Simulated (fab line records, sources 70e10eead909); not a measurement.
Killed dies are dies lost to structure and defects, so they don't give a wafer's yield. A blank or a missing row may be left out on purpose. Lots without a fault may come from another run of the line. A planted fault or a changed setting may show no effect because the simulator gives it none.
Problem report in the 8D (eight disciplines) form, filled by code | flow nand_harc | the parts of the form that need people (team, actions taken, sign-off) are left out

1. THE PROBLEM
cd_nm at NHARC_A_BLC_CD_MEAS_10 reads a mean of 119.1 nm on 6 wafers of 2 lots; wafers without a fault read 100.1 nm with a standard deviation of 0.73. That is +26 standard deviations from the usual mean.
The step: target cd 100 nm.
First seen on wafer L796.3, day 30 10:55, on cd_sem-02. The record holds 42 wafers of 14 lots with a number at this step. Rule for "out", or "out of limits": more than 4 standard deviations from the usual mean. The other wafers with a number count as sound.

2. WHAT IT IS AND WHAT IT IS NOT
question                    | is                     | is not
which readings at this step | cd_nm                  | -
which lots                  | L796, L800             | L778, L780, L782, L783, L785, L786, L788, L789, L793, L794, L798, L801
which wafers of those lots  | all that have a number | -
read on which gauges        | cd_sem-02              | cd_sem-01, cd_sem-03
when                        | from day 30 10:55      | up to then (30 sound wafers); but 6 sound wafers of L798, L801 came after

3. SUSPECTS, AND WHAT RULES EACH OUT
Counting: a tool at a process step up to the reading stays a suspect if it ran every lot that is out and no sound lot after the first of them.
- the gauge at NHARC_A_BLC_CD_MEAS_10: kept. All the wafers that are out were read on cd_sem-02, and no step on other tools shows them out.
- litho_track-04 at NHARC_A_BLC_PEB_08 (peb time 65 s): kept. It ran every lot that is out, first L796 (day 30 10:50), and no sound lot after that; its last sound lot up to then is L786 (day 25 19:52).
Left after counting: litho_track-04 at NHARC_A_BLC_PEB_08, cd_sem-02 at NHARC_A_BLC_CD_MEAS_10.

4. THE CAUSE (what the simulator had put in)
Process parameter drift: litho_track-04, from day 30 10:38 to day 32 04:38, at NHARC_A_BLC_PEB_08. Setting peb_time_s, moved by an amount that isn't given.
Counting left 2 suspects, and this tool is among them.

5. THE CHAIN OF EFFECTS, in route order
Each row: a reading whose mean over the struck wafers that have a number lies more than 3 standard deviations from the usual. Only readings for which the record gives a usual standard deviation are gone through. hours: the time from each lot's start at the first step in this table that gives one to its start at this step, as a median over the lots. sigmas: the change in usual standard deviations.
hours | step                   | reading | usual    | on struck wafers | change | sigmas
0     | NHARC_A_BLC_CD_MEAS_10 | cd_nm   | 100.1 nm | 119.1            | +19.0  | +26

6. WHAT WOULD HAVE CAUGHT IT SOONER
In this record the first reading out of limits at a measuring or inspecting step was taken at day 30 10:55, 0 hours after the fault began at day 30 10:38.
Of the lots that are out (2), L800 began NHARC_A_BLC_PEB_08 on litho_track-04 after day 30 10:55. A hold on the tool at that time would have spared it.
